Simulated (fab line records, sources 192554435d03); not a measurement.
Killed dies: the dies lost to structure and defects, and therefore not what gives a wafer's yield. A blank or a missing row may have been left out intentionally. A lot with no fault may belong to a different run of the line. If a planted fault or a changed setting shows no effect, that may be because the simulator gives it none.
Chamber matching | flow n5_finfet | 4 sister chambers for N5_HKMG_FIN_HK_ALD_01 on ald_hk-03
The step deposits HfO2, target thk 1.6 nm, pulse time 3 s, purge time 3 s. 7 wafers are shown with their chamber, then 7 later ones without.

## WAFERS, EACH WITH ITS CHAMBER
wafer  | chamber | precursor_pulse_height_rel
L083.3 | 1       | 1.021
L083.4 | 2       | 1.026
L085.3 | 3       | 1.006
L086.3 | 3       | 0.954
L086.6 | 0       | 0.972
L088.2 | 0       | 1.002
L088.4 | 2       | 0.963

## WAFERS WITH NO CHAMBER GIVEN
wafer  | precursor_pulse_height_rel
L088.6 | 0.988
L091.3 | 1.033
L091.4 | 1.016
L091.6 | 1.009
L094.1 | 0.956
L094.4 | 0.995
L094.6 | 0.997

## WHICH CHAMBER EACH WENT THROUGH
wafer  | from the rows above               | in truth
L088.6 | can't be placed: 0 or 2 or 3 or 1 | 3
L091.3 | can't be placed: 1 or 2 or 0 or 3 | 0
L091.4 | can't be placed: 1 or 2 or 0 or 3 | 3
L091.6 | can't be placed: 1 or 2 or 0 or 3 | 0
L094.1 | can't be placed: 3 or 0 or 2 or 1 | 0
L094.4 | can't be placed: 2 or 0 or 3 or 1 | 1
L094.6 | can't be placed: 2 or 0 or 3 or 1 | 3
Placed correctly: 0 of 7. Cannot be placed on the basis of these rows: 7; the candidates contain the true chamber in 7. Placed wrongly: 0.
How it was worked out, from the rows above alone: a wafer's distance from a chamber is the root of the sum, over the readings, of the square of ((its reading less the chamber's mean) divided by the reading's scatter). If the next closest chamber is less than 2 further off than the closest, the wafer can't be placed; otherwise it belongs to the closest. The mean given for a chamber averages the wafers shown for that chamber. The scatter is the square root of a quotient: the sum, over the shown wafers, of each reading's squared deviation from its chamber's mean, divided by wafers minus chambers.
